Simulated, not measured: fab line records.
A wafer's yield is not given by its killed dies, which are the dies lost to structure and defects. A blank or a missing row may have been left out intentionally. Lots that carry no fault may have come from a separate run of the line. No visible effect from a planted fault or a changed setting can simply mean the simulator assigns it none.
What tool caused it?    flow n5-finfet    25 wafers from 9 lots sampled at 5 of the route's 1938 steps

WHAT THE GAUGES SHOWED, per wafer
N5_BEOL_M4_RC_MEAS_101. Usual: DIBL_N 36.7 mV/V, standard deviation 1.8; DIBL_P 37.0 mV/V, standard deviation 2.4; IOFF_N 0.17 nA/um, standard deviation 0.036; IOFF_P 0.22 nA/um, standard deviation 0.042; ION_N 673 uA/um, standard deviation 12; ION_P 462 uA/um, standard deviation 8.5; SS_N 71.7 mV/dec, standard deviation 0.62; SS_P 73.4 mV/dec, standard deviation 0.65; VT_N 250 mV, standard deviation 3.7; VT_P -250 mV, standard deviation 3.7.
lot   measured      on         DIBL_N (mV/V)   DIBL_P (mV/V)   IOFF_N (nA/um)  IOFF_P (nA/um)  ION_N (uA/um)  ION_P (uA/um)  SS_N (mV/dec)   SS_P (mV/dec)   VT_N (mV)    VT_P (mV)       flag
L519  day 9 22:57   prober-02  34.1 36.1 33.6  34.9 36.7 34.7  0.11 0.13 0.11  0.15 0.18 0.15  642 654 647    447 443 446    71.1 71.3 70.5  73.3 72.7 72.5  257 257 256  -253 -252 -255  
L520  day 9 12:34   prober-01  37.7 34.6 35.9  38.4 34.7 35.1  0.17 0.13 0.14  0.21 0.16 0.17  670 671 655    455 456 447    72.2 71.1 71.1  73.5 72.0 73.6  251 252 252  -253 -255 -254  
L521  day 10 17:32  prober-01  36.9 39.9       37.3 40.9       0.17 0.24       0.22 0.27       669 687        460 463        72.1 73.2       73.8 74.7       250 244      -252 -250       
L522  day 10 08:27  prober-02  36.2 33.3 37.4  37.7 33.2 38.6  0.16 0.12 0.18  0.22 0.17 0.25  675 663 677    471 460 468    71.6 71.1 72.3  73.5 72.6 73.3  249 254 248  -246 -251 -248  
L524  day 10 22:20  prober-01  35.4 37.8       35.4 37.7       0.15 0.20       0.24 0.29       667 672        470 474        72.1 71.9       72.2 73.1       250 245      -244 -243       
L535  day 13 12:33  prober-01  35.7 36.7 32.1  34.9 36.2 30.0  0.15 0.17 0.10  0.19 0.22 0.14  678 686 662    461 464 456    71.4 71.0 70.7  73.1 73.8 72.4  251 250 256  -249 -249 -255  
L536  day 13 14:30  prober-02  38.1 39.6 37.0  36.4 38.4 35.7  0.17 0.20 0.15  0.25 0.29 0.23  687 671 683    471 462 470    71.4 72.5 70.7  73.9 73.2 73.3  247 250 249  -248 -247 -248  
L537  day 14 18:44  prober-02  37.6 36.9 36.6  38.4 37.5 37.7  0.18 0.16 0.16  0.24 0.22 0.23  684 671 676    467 460 469    72.0 71.8 71.8  72.7 73.1 73.9  248 249 249  -250 -254 -251  
L538  day 15 19:44  prober-01  36.6 36.8 35.9  36.4 35.9 35.0  0.15 0.16 0.14  0.19 0.20 0.18  669 682 670    454 464 455    71.8 71.9 71.6  72.8 73.6 73.4  251 248 251  -252 -253 -254  

TOOL THAT RAN EACH LOT (tool first, then ch and the chambers of the sampled wafers, then the start)
lot   N5_BEOL_M0_SAQP_DESCUM_19           N5_BEOL_M0_SAQP_ETCH_83             N5_BEOL_M0_SAQP_MANDREL_ETCH_20   N5_BEOL_M0_SAQP_ETCH_102
L519  rie-diel-05 ch 0,1,3, day 6 09:05   rie-diel-05 ch 0,1,3, day 6 09:08   rie-si-06 ch 0,1,3, day 6 09:22   rie-si-01 ch 0,1, day 6 11:10
L520  rie-diel-03 ch 0,2, day 6 17:38     rie-diel-03 ch 0,2, day 6 17:40     rie-si-06 ch 0,1, day 6 17:54     rie-si-01 ch 0,1, day 6 19:26
L521  rie-diel-06 ch 0, day 7 02:06       rie-diel-06 ch 0, day 7 02:08       rie-si-04 ch 0,3, day 7 02:22     rie-si-01 ch 0, day 7 04:42
L522  rie-diel-06 ch 2,3, day 7 06:31     rie-diel-06 ch 2,3, day 7 06:34     rie-si-04 ch 1,2,3, day 7 06:48   rie-si-01 ch 0,1,3, day 7 08:20
L524  rie-diel-05 ch 0,2, day 7 20:44     rie-diel-05 ch 0,2, day 7 20:46     rie-si-01 ch 1,2, day 7 21:02     rie-si-01 ch 0,3, day 7 22:26
L535  rie-diel-05 ch 0,3, day 10 07:14    rie-diel-05 ch 0,3, day 10 07:16    rie-si-01 ch 0,2,3, day 10 07:31  rie-si-01 ch 0,1, day 10 08:58
L536  rie-diel-05 ch 0,1,3, day 10 18:27  rie-diel-05 ch 0,1,3, day 10 18:29  rie-si-06 ch 0,1,2, day 10 18:43  rie-si-04 ch 0,2,3, day 10 20:17
L537  rie-diel-03 ch 0,2, day 11 04:41    rie-diel-03 ch 0,2, day 11 04:43    rie-si-04 ch 0,3, day 11 04:58    rie-si-01 ch 2,3, day 11 06:35
L538  rie-diel-03 ch 1,2,3, day 11 08:28  rie-diel-03 ch 1,2,3, day 11 08:31  rie-si-06 ch 1,2,3, day 11 08:46  rie-si-04 ch 0,2,3, day 11 10:16
- N5_BEOL_M0_SAQP_DESCUM_19: chemistry O2, time 7.9 s.
- N5_BEOL_M0_SAQP_ETCH_83: etches SiARC in CF4, target depth 39 nm, time 65 s.
- N5_BEOL_M0_SAQP_MANDREL_ETCH_20: etches a-Si in HBr/Cl2, stops on SiNx, target depth 60 nm, bt time 10 s, time 30 s.
- N5_BEOL_M0_SAQP_ETCH_102: etches SiO2 in CF4, target depth 4 nm, time 4.4 s.

WHAT THE TOOLS THEMSELVES READ (means of the sampled wafers that have a number; where no wafer has one, the mark that the record gives instead)
N5_BEOL_M0_SAQP_DESCUM_19. Usual: bias-power-w 20.01 W, standard deviation 0.064; drypump-motor-current-A 5.7 A, standard deviation 0.43; oes-product-au 0.79 a.u., standard deviation 0.059; rf-vpp-V 243.2 V, standard deviation 1.3; showerhead-plenum-p-Torr 2.09 Torr, standard deviation 0.072; throttle-valve-pct 20.35 %, standard deviation 0.2.
lot   tool         bias-power-w (W)  drypump-motor-current-A (A)  oes-product-au (a.u.)  rf-vpp-V (V)  showerhead-plenum-p-Torr (Torr)  throttle-valve-pct (%)  flag
L519  rie-diel-05  20.02             6.1                          0.73                   243.8         2.09                             20.52                   
L520  rie-diel-03  20.03             5.9                          0.76                   242.2         2.03                             20.11                   
L521  rie-diel-06  20.04             5.9                          0.74                   244.7         2.17                             20.17                   
L522  rie-diel-06  20.01             5.9                          0.77                   243.6         2.14                             20.55                   
L524  rie-diel-05  20.06             5.2                          0.79                   242.2         2.10                             20.44                   
L535  rie-diel-05  20.03             5.8                          0.71                   243.0         2.09                             20.58                   
L536  rie-diel-05  20.01             6.1                          0.78                   242.6         2.08                             20.45                   
L537  rie-diel-03  20.01             5.7                          0.73                   242.6         2.06                             20.24                   
L538  rie-diel-03  20.04             5.5                          0.80                   243.0         2.07                             20.21                   

N5_BEOL_M0_SAQP_ETCH_83. Usual: drypump-motor-current-A 5.7 A, standard deviation 0.43; etch-rf-on-time-s 64.7 s, standard deviation 1.5; oes-product-au 0.68 a.u., standard deviation 0.053; rf-vpp-V 184.0 V, standard deviation 1.2; showerhead-plenum-p-Torr 2.14 Torr, standard deviation 0.073; throttle-valve-pct 15.56 %, standard deviation 0.15.
lot   tool         drypump-motor-current-A (A)  etch-rf-on-time-s (s)  oes-product-au (a.u.)  rf-vpp-V (V)  showerhead-plenum-p-Torr (Torr)  throttle-valve-pct (%)  flag
L519  rie-diel-05  6.1                          65.0                   0.62                   183.8         2.13                             15.69                   
L520  rie-diel-03  5.9                          63.7                   0.66                   183.6         2.08                             15.35                   
L521  rie-diel-06  5.9                          63.4                   0.65                   185.8         2.23                             15.48                   
L522  rie-diel-06  5.9                          65.2                   0.66                   184.5         2.18                             15.72                   
L524  rie-diel-05  5.2                          65.2                   0.68                   183.9         2.16                             15.62                   
L535  rie-diel-05  5.8                          67.1                   0.61                   184.0         2.12                             15.71                   
L536  rie-diel-05  6.1                          65.9                   0.66                   183.0         2.11                             15.57                   
L537  rie-diel-03  5.7                          64.3                   0.63                   184.2         2.10                             15.47                   
L538  rie-diel-03  5.5                          64.1                   0.68                   183.0         2.13                             15.48                   

N5_BEOL_M0_SAQP_MANDREL_ETCH_20. Usual: drypump-motor-current-A 5.7 A, standard deviation 0.41; oes-product-au 0.769 a.u., standard deviation 0.017; throttle-valve-pct 35.33 %, standard deviation 0.28.
lot   tool       drypump-motor-current-A (A)  oes-product-au (a.u.)  throttle-valve-pct (%)  flag
L519  rie-si-06  5.5                          0.761                  35.64                   
L520  rie-si-06  5.7                          0.773                  35.59                   
L521  rie-si-04  6.2                          0.797                  35.20                   
L522  rie-si-04  6.0                          0.781                  34.97                   
L524  rie-si-01  5.6                          0.776                  35.16                   
L535  rie-si-01  5.9                          0.763                  35.16                   
L536  rie-si-06  5.5                          0.767                  35.51                   
L537  rie-si-04  6.2                          0.794                  35.32                   
L538  rie-si-06  5.3                          0.770                  35.53                   

N5_BEOL_M0_SAQP_ETCH_102. Usual: drypump-motor-current-A 5.7 A, standard deviation 0.41; oes-product-au 0.988 a.u., standard deviation 0.025; throttle-valve-pct 21.63 %, standard deviation 0.19.
lot   tool       drypump-motor-current-A (A)  oes-product-au (a.u.)  throttle-valve-pct (%)  flag
L519  rie-si-01  5.5                          0.990                  21.52                   
L520  rie-si-01  5.5                          0.983                  21.52                   
L521  rie-si-01  5.8                          1.160                  21.50                   OFF
L522  rie-si-01  5.8                          1.227                  21.59                   OFF
L524  rie-si-01  5.9                          1.151                  21.54                   OFF
L535  rie-si-01  5.7                          0.980                  21.48                   
L536  rie-si-04  5.9                          0.991                  21.67                   
L537  rie-si-01  5.8                          0.982                  21.44                   
L538  rie-si-04  6.0                          0.995                  21.67                   

THE ANSWER, worked out from the rows above alone
Rule: lot off if the mean of its wafers having a number is beyond 3 standard deviations from the usual mean. A lot without any number at a reading at which 4 lots or more have one is off too. Where the step has rows for the other lots, those lots are counted as sound. The gauges are gone through in route order, then the tools' own readings, and for those a lot's mean is taken as printed above. The first step at which some lot is off is used, and at that step the reading that is off furthest; a lot without a number counts as furthest.
Off: L521, L522, L524 (N5_BEOL_M0_SAQP_ETCH_102, oes-product-au).
If a tool, at that step or one of the process steps before it, ran each lot that is off and ran no sound lot following the first of them, it fits. Of those tried, none fits.

WHAT THE SIMULATOR PUT IN
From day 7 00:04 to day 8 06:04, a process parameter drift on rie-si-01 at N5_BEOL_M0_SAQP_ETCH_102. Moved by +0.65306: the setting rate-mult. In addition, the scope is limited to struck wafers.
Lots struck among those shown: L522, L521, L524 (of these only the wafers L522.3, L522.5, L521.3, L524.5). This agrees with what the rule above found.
